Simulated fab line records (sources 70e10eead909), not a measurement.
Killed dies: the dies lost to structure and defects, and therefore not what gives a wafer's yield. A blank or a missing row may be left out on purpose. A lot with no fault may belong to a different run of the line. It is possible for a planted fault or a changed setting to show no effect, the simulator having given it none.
A lot that was struck, set against a sound lot ; flow nand_harc ; 14 out of 1159 route steps
Sound: the wafers L296.1, L296.4, L296.6. The struck wafers were L308.1, L308.2, L308.4. The cause is named last.
For every step that has rows: the tool of each side, followed by ch and its chambers, followed by its first start. Under that, the readings that differ: sound wafers ; struck wafers ; difference of the means ; sigmas: that difference in standard deviations of wafers without a fault.
alike: a reading whose means differ by less than 2 such deviations, as well as words and numbers matching on both sides. not compared: withheld readings; readings where some wafer has no value; bounds like >300 that might hide an equal value; numbers whose values overlap and for which the record gives no deviation.
The two part at a step that has a row with sigmas, a row that says differs or no value, or rows on one side only. Non-overlapping numbers with no deviation appear without sigmas and do not part them. A reading that every wafer of one side lacks parts them only if that side has two wafers or more.

NHARC_P_M1_CMP_23: polishes, t overpolish 20 s, target thk 157.82 nm.
  sound on cmp-04 ch 2,3, day 6 13:45; struck on cmp-04 ch 1,2,3, day 10 02:19
  alike: edge_zone_pressure_frac, motor_current_A, time_to_endpoint_s
NHARC_P_M1_THK_MEAS_24: measures by xrf.
  sound: film_metro-02 at day 6 14:04; struck: film_metro-02 at day 10 02:38
  alike: thk_nm
then, 1 step without rows for these wafers: NHARC_P_M1_SRD_25.
NHARC_P_M1_INSPECT_27:
  sound: defect_inspect-01 at day 6 14:14; struck: defect_inspect-02 at day 10 02:48
  alike: raw_defect_count
NHARC_P_M1_PRE_CLEAN_32: time 12 s.
  sound on pecvd-03 ch 0,1, day 6 14:19; struck on pecvd-02 ch 0,2, day 10 02:52
  alike: heater_power_outer_w, heater_power_w
NHARC_P_M1_DEP_33: deposits SiCN, target thk 30 nm.
  sound on pecvd-03 ch 0,1, day 6 14:25; struck on pecvd-02 ch 0,2, day 10 02:57
  alike: heater_power_outer_w, heater_power_w
then, 5 steps without rows for these wafers: NHARC_P_M2_DEP_00 (deposits SiOC, target thk 182.5 nm); NHARC_P_M2_DEHYDRATE_01 (time 120 s); NHARC_P_M2_HMDS_02 (time 30 s); NHARC_P_M2_COAT_34 (time 65 s); NHARC_P_M2_COAT_03 (resist thk 90 nm).
NHARC_P_M2_SOFTBAKE_04: time 55 s.
  sound on litho_track-06 ch 0, day 6 15:00; struck on litho_track-01 ch 0, day 10 03:00
reading;sound;struck;difference;sigmas
heater_power_total_W (W);188.48 188.35 188.36;202.60 202.74 202.56;+14.24;+99 or more
plate_temp_C (C);104.95 104.98 105.02;111.04 110.85 110.71;+5.88;+45
then, 1 step without rows for these wafers: NHARC_P_M2_EBR_05.
-- break in the record here, with 13 days between the starts of the struck wafers on either side (left off in module P_M2, picked up again in module END, where the first step shown is number 1159 on the route) --
NHARC_END_SORT_01:
  the record has rows for the struck wafers here (prober-01 ch 0, day 23 02:06) and none for the sound ones

## WHERE THEY PART
Last at NHARC_END_SORT_01 as far as this record goes, first at NHARC_P_M2_SOFTBAKE_04.

WHY: what had been put in by the simulator
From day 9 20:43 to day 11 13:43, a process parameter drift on litho_track-01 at NHARC_P_M2_SOFTBAKE_04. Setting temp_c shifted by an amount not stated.
